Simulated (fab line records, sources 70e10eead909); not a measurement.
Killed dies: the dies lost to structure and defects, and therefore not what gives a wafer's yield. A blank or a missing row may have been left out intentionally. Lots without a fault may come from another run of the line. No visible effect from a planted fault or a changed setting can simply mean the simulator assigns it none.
Problem report, 8D (eight disciplines) form, completed by code / flow nand_harc / the parts of the form that need people (team, actions taken, sign-off) are left out

## 1. PROBLEM STATEMENT
Mean of killed_at_array at NHARC_END_SORT_01: 637 across 3 wafers in 2 lots; on wafers with no fault it is 63 (standard deviation 17). That puts it +34 standard deviations away from the usual mean.
Earliest sighting: wafer L563.2 on prober-01 at day 31 12:52. The record has a number at this step for 8 wafers belonging to 3 lots. Rule for "out", or "out of limits": more than 4 standard deviations from the usual mean. Any other wafer with a number is counted as sound.

## 2. WHAT IT IS, AND WHAT IT ISN'T
question=which readings at this step | is=killed_at_array, killed_dies | is not=killed_at_other, killed_at_periphery, killed_open
question=which lots | is=L563, L564 | is not=L569
question=which wafers of those lots | is=L563.2, L563.5, L564.2 | is not=L563.4, L564.1, L564.3
question=read on which gauges | is=prober-01 | is not=-
question=when | is=from day 31 12:52 | is not=up to then (0 sound wafers); but 5 sound wafers of L563, L564, L569 came after

## 3. SUSPECTS, AND WHAT RULES EACH OUT
Counting: any tool at a process step up to the reading remains a suspect provided it ran every lot that is out. Sound lots after the first of them don't rule it out here, since some wafers of a struck lot are sound.
- the gauge at NHARC_END_SORT_01: kept. All the wafers that are out were read on prober-01, and no step on other tools shows them out.
- acl_dep-01 at NHARC_A_CHANNEL_HOLE_D2_DEP_00 (deposits aC, target thk 3100 nm): kept. It ran every lot that is out, first L563 (day 20 02:53).
- cmp-02 at NHARC_THIN_TSV_CMP_01 (polishes): kept. It ran every lot that is out, first L563 (day 30 18:34).
The count leaves acl_dep-01 at NHARC_A_CHANNEL_HOLE_D2_DEP_00, cmp-02 at NHARC_THIN_TSV_CMP_01, and prober-01 at NHARC_END_SORT_01.

## 4. THE CAUSE (what the simulator had put in)
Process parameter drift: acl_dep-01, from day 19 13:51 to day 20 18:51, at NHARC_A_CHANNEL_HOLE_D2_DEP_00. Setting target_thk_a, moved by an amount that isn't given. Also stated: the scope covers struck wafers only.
3 suspects survive the count, and this tool is in that group.

## 5. SEQUENCE OF EFFECTS, ordered by route
Each row: a reading whose mean over the struck wafers that have a number lies more than 3 standard deviations from the usual. Only readings whose record carries a usual standard deviation are examined. hours: median over the lots of the time between each lot's start at the first step of this table that gives one and its start at this step. sigmas: the change, counted in usual standard deviations.
hours=0; step=NHARC_END_SORT_01; reading=killed_at_array; usual=63; on struck wafers=637; change=+574; sigmas=+34
hours=0; step=NHARC_END_SORT_01; reading=killed_dies; usual=67; on struck wafers=641; change=+574; sigmas=+34

## 6. HOW IT WOULD HAVE BEEN CAUGHT EARLIER
In this record the first reading out of limits at a measuring or inspecting step was taken at day 31 12:52, 287 hours after the fault began at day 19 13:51.
Tool readings at NHARC_A_CHANNEL_HOLE_D2_DEP_00 with a usual standard deviation given in the record: none out on any struck wafer, hence no alarm at a limit of 4 standard deviations on them.
By day 31 12:52 the whole set of lots that are out, 2 in number, had already begun NHARC_A_CHANNEL_HOLE_D2_DEP_00 on acl_dep-01. Tool hold at that time: it would have spared none of them.
